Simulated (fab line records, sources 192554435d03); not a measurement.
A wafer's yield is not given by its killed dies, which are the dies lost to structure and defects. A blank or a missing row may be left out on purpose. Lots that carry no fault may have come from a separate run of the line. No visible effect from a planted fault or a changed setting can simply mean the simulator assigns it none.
One fault through the eyes of 2 desks    flow n5_finfet    only its own numbers are on each desk; what lay behind them is given at the end
Where a reading is given only as a bound, like >300, the bound stands for it, and a mean or a difference that rests on one is marked > or <: the true number lies beyond.

== FOR THE TOOL OWNER'S DESK: ald_hk-01 ==
The tool's own readings at N5_HKMG_FIN_HK_ALD_01 (deposits HfO2, target thk 1.6 nm, pulse time 3 s, purge time 3 s): means of the sampled wafers that have a number, for each lot that ran on this tool. Marked OUT: a lot whose mean sits more than 4 standard deviations from the usual mean, which makes it out of limits; the brackets give that distance.
Columns: A = precursor_pulse_height_rel at N5_HKMG_FIN_HK_ALD_01, usual 0.999
lot   first seen here  A
L528  day 4 05:47      0.981
L539  day 6 22:06      1.002
L540  day 7 08:17      0.998
L547  day 8 23:43      1.007
L548  day 9 06:34      1.010
L549  day 9 13:19      0.992
Finding of this desk: none of the 6 lots has anything out of limits.

== THE DEFECT DESK ==
Lot by lot, what the route's inspections counted, given as the mean of those sampled wafers with a number. Marked OUT: a lot whose mean sits more than 4 standard deviations from the usual mean, which makes it out of limits; the brackets give that distance.
Columns: A = raw_defect_count at N5_HKMG_FIN_INSPECT_61, usual 2.0
lot   first seen here  A
L528  day 4 06:47      2.3
L531  day 4 20:37      1.0
L532  day 5 05:48      2.7
L534  day 5 17:04      2.3
L535  day 6 02:43      1.0
L536  day 6 09:45      2.7
L537  day 6 12:02      2.7
L539  day 6 23:09      3.0
L540  day 7 09:18      1.7
L547  day 9 00:35      >300 (+99 or more) OUT
L548  day 9 07:34      >300 (+99 or more) OUT
L549  day 9 14:22      >300 (+99 or more) OUT
This desk's verdict: out of limits on L547, L548, L549, starting with L547 at day 9 00:35 (raw_defect_count at N5_HKMG_FIN_INSPECT_61). Within limits: L528, L531, L532, L534, L535, L536, L537, L539, L540.

== BROUGHT TOGETHER ==
The defect desk could have raised an alarm at day 9 00:35, on L547, L548, L549.
The desk of the tool owner found nothing out of limits.
Tool owner's desk: L547, L548, L549 on record, inside its limits.
N5_HKMG_FIN_HK_ALD_01 was run on ald_hk-01 by each of the lots named.

== WHAT THE SIMULATOR HAD PUT IN ==
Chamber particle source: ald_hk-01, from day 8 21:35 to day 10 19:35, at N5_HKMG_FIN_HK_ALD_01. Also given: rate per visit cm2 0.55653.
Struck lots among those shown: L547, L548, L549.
Hours from the fault's start to each desk's first reading out of limits: the defect desk, 3.
